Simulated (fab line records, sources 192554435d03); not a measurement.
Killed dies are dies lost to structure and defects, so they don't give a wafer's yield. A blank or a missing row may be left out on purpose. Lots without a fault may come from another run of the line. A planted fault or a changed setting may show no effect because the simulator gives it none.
Split-lot experiment | flow n5_finfet | 7 lots, 21 wafers read, on a route of 1938 steps

THE SPLIT
At N5_BEOL_M5_TRENCH_ETCH_37 (etches SiCOH lowk in C4F6/O2, target depth 71.652 nm, time 24.7 s), the setting source_w was moved away from the recipe's 345 W on 5 of the 21 wafers read, by -11.3% to +16.1%. The other wafers ran this setting at the recipe's value.

The reading is taken at the split's own step.

THE READING
rf_vpp_V, in V, at N5_BEOL_M5_TRENCH_ETCH_37 (etches SiCOH lowk in C4F6/O2, target depth 71.652 nm, time 24.7 s). Fault-free wafers of this fab line usually give 664 V, standard deviation 12 V.

wafer  | tool, chamber at the split | source_w as run, W | against the recipe | rf_vpp_V, V | against lot-mates on the recipe
L077.1 | rie_diel-03, 1             | 345                | recipe             | 668         | -
L077.2 | rie_diel-03, 0             | 345                | recipe             | 641         | -
L077.6 | rie_diel-03, 1             | 306                | -11.3%             | 710         | +56
L079.2 | rie_diel-03, 3             | 345                | recipe             | 674         | -
L079.4 | rie_diel-03, 1             | 345                | recipe             | 669         | -
L079.6 | rie_diel-03, 3             | 345                | recipe             | 676         | -
L080.3 | rie_diel-05, 3             | 315.1              | -8.7%              | 709         | +35
L080.4 | rie_diel-05, 0             | 345                | recipe             | 671         | -
L080.6 | rie_diel-05, 3             | 345                | recipe             | 677         | -
L081.1 | rie_diel-04, 1             | 345                | recipe             | 663         | -
L081.2 | rie_diel-04, 2             | 345                | recipe             | 684         | -
L081.3 | rie_diel-04, 3             | 345                | recipe             | 661         | -
L083.1 | rie_diel-04, 3             | 386.9              | +12.1%             | 624         | -40
L083.3 | rie_diel-04, 1             | 345                | recipe             | 664         | -
L083.6 | rie_diel-04, 0             | 386.9              | +12.1%             | 630         | -34
L085.2 | rie_diel-04, 0             | 345                | recipe             | 666         | -
L085.4 | rie_diel-04, 1             | 345                | recipe             | 663         | -
L085.6 | rie_diel-04, 3             | 400.7              | +16.1%             | 611         | -54
L096.4 | rie_diel-03, 3             | 345                | recipe             | 673         | -
L096.5 | rie_diel-03, 0             | 345                | recipe             | 639         | -
L096.6 | rie_diel-03, 1             | 345                | recipe             | 666         | -

THE FIT
A straight line over all 21 wafers: rf_vpp_V changes by -3.6 V for each +1% of source_w; r = -0.90; the points scatter about the line by 11 V.
The same after taking each lot's own level away (the mean of its wafers on the recipe; 21 wafers): -3.6 V for each +1%; r = -0.92; scatter 9.4 V.
On that fit, the largest move of source_w shifts the reading by 58 V.
The lots' own levels span 654.5 to 674.0 V, that is 1.6 times the standard deviation above.
So the lot-to-lot level changes the slope little: the two slopes agree.
Check: with one of the wafers moved furthest among these (+16.1%) left out of the fit, the line predicts -57.9 V for it against its lot-mates. It came out at -53.5 V against them.
Tool readings at the split's step, against how far the setting was moved: rf_vpp_V r = -0.90.

OTHER SPLITS ON THESE WAFERS
These wafers also went through other splits before the reading. Each is held against what the fit with the lots' levels taken away leaves over:
other split on the same wafers | wafers away from the commonest value | r with rf_vpp_V (lot level and that fit taken away)
N5_BEOL_M1_COAT_61 spin_rpm    | 7                                    | +0.32
N5_BEOL_M1_COAT_62 spin_rpm    | 7                                    | +0.04
N5_BEOL_M2_ETCH_69 bias_w      | 7                                    | +0.04
N5_BEOL_M4_COAT_62 spin_rpm    | 6                                    | +0.25
N5_BEOL_M5_ETCH_68 time_s      | 4                                    | -0.20

THE FILE'S OWN FIT
rf_vpp_V changes by -3.66 V for each +1% of source_w, r = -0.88.
